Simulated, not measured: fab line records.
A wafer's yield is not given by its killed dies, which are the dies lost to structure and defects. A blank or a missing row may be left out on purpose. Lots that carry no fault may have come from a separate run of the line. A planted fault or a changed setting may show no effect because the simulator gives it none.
Matching of chambers / flow n5Finfet / N5_BEOL_M0_SAQP_SPACER2_ALD_26 on aldSin-04: 4 sister chambers
The step deposits SiO2, target thk 15 nm, pulse time 1 s, purge time 2 s. 8 wafers are shown with their chamber, then 9 later ones without.

== EACH WAFER AND ITS CHAMBER ==
wafer=L075.6; chamber=2; heaterPowerW (W)=461; heaterPowerOuterW (W)=246
wafer=L084.3; chamber=2; heaterPowerW (W)=458; heaterPowerOuterW (W)=250
wafer=L087.6; chamber=1; heaterPowerW (W)=480; heaterPowerOuterW (W)=266
wafer=L089.2; chamber=3; heaterPowerW (W)=452; heaterPowerOuterW (W)=273
wafer=L089.6; chamber=3; heaterPowerW (W)=467; heaterPowerOuterW (W)=276
wafer=L091.2; chamber=1; heaterPowerW (W)=480; heaterPowerOuterW (W)=259
wafer=L091.4; chamber=0; heaterPowerW (W)=500; heaterPowerOuterW (W)=255
wafer=L091.6; chamber=0; heaterPowerW (W)=508; heaterPowerOuterW (W)=251

== WAFERS MISSING THEIR CHAMBER ==
wafer=L092.2; heaterPowerW (W)=456; heaterPowerOuterW (W)=272
wafer=L092.5; heaterPowerW (W)=493; heaterPowerOuterW (W)=268
wafer=L092.6; heaterPowerW (W)=506; heaterPowerOuterW (W)=253
wafer=L094.4; heaterPowerW (W)=502; heaterPowerOuterW (W)=262
wafer=L094.5; heaterPowerW (W)=461; heaterPowerOuterW (W)=273
wafer=L094.6; heaterPowerW (W)=473; heaterPowerOuterW (W)=255
wafer=L097.1; heaterPowerW (W)=463; heaterPowerOuterW (W)=279
wafer=L097.4; heaterPowerW (W)=508; heaterPowerOuterW (W)=262
wafer=L097.5; heaterPowerW (W)=503; heaterPowerOuterW (W)=259

== EACH ONE'S CHAMBER ==
wafer=L092.2; from the rows above=3; in truth=3
wafer=L092.5; from the rows above=1; in truth=1
wafer=L092.6; from the rows above=0; in truth=0
wafer=L094.4; from the rows above=can't be placed: 0 or 1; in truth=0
wafer=L094.5; from the rows above=3; in truth=3
wafer=L094.6; from the rows above=can't be placed: 1 or 2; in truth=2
wafer=L097.1; from the rows above=3; in truth=3
wafer=L097.4; from the rows above=can't be placed: 0 or 1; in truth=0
wafer=L097.5; from the rows above=0; in truth=0
Placed correctly: 6 of 9. Cannot be placed on the basis of these rows: 3; the candidates contain the true chamber in 3. Placed wrongly: 0.
How it was worked out, from the rows above alone: a wafer's distance from a chamber is the root of the sum, over the readings, of the square of ((its reading less the chamber's mean) divided by the reading's scatter). If the next closest chamber is less than 2 further off than the closest, the wafer can't be placed; otherwise it belongs to the closest. Each chamber's mean is taken over the wafers shown for it. How the scatter is found: for the shown wafers, subtract from each reading the mean of its chamber, square and add these, divide the total by (wafers less chambers), then take the root.
